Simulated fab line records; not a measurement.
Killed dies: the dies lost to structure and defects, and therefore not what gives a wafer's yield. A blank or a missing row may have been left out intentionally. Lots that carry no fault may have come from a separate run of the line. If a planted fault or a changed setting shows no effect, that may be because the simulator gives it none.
Chamber matching -- flow nandHarc -- 4 sister chambers for NHARC_A_STAIRCASE_DESCUM_168 on rieDiel-02
The step chemistry O2, time 3 s. 8 wafers are shown with their chamber, then 12 later ones without.

== WAFERS PAIRED WITH THEIR CHAMBERS ==
wafer,chamber,showerheadPlenumPTorr (Torr),drypumpMotorCurrentA (A)
L077.4,2,1.80,6.1
L082.2,3,2.05,5.5
L082.4,2,1.80,6.1
L082.5,1,1.92,6.2
L082.6,0,1.86,6.2
L087.1,3,2.05,5.5
L087.4,0,1.85,6.1
L087.5,1,1.91,6.2

== WAFERS WHOSE CHAMBER IS MISSING ==
wafer,showerheadPlenumPTorr (Torr),drypumpMotorCurrentA (A)
L092.2,2.04,5.5
L092.5,1.79,6.1
L092.6,1.91,6.2
L095.1,2.04,5.5
L095.2,1.90,6.2
L095.3,1.79,6.1
L095.4,1.84,6.1
L095.5,2.04,5.6
L095.6,1.79,6.1
L094.2,2.04,5.5
L094.5,1.79,6.1
L094.6,2.04,5.5

== THE CHAMBER EACH PASSED THROUGH ==
wafer,from the rows above,in truth
L092.2,3,3
L092.5,2,2
L092.6,1,1
L095.1,3,3
L095.2,1,1
L095.3,2,2
L095.4,0,0
L095.5,3,3
L095.6,2,2
L094.2,3,3
L094.5,2,2
L094.6,3,3
Correct placement for 12 of the 12. Left unplaced by these rows: 0. Wrongly placed: 0.
How it was worked out, from the rows above alone: a wafer's distance from a chamber is the root of the sum, over the readings, of the square of ((its reading less the chamber's mean) divided by the reading's scatter). If the next closest chamber is less than 2 further off than the closest, the wafer can't be placed; otherwise it belongs to the closest. For every chamber, the mean is computed from those of its wafers that are shown. How the scatter is found: for the shown wafers, subtract from each reading the mean of its chamber, square and add these, divide the total by (wafers less chambers), then take the root.
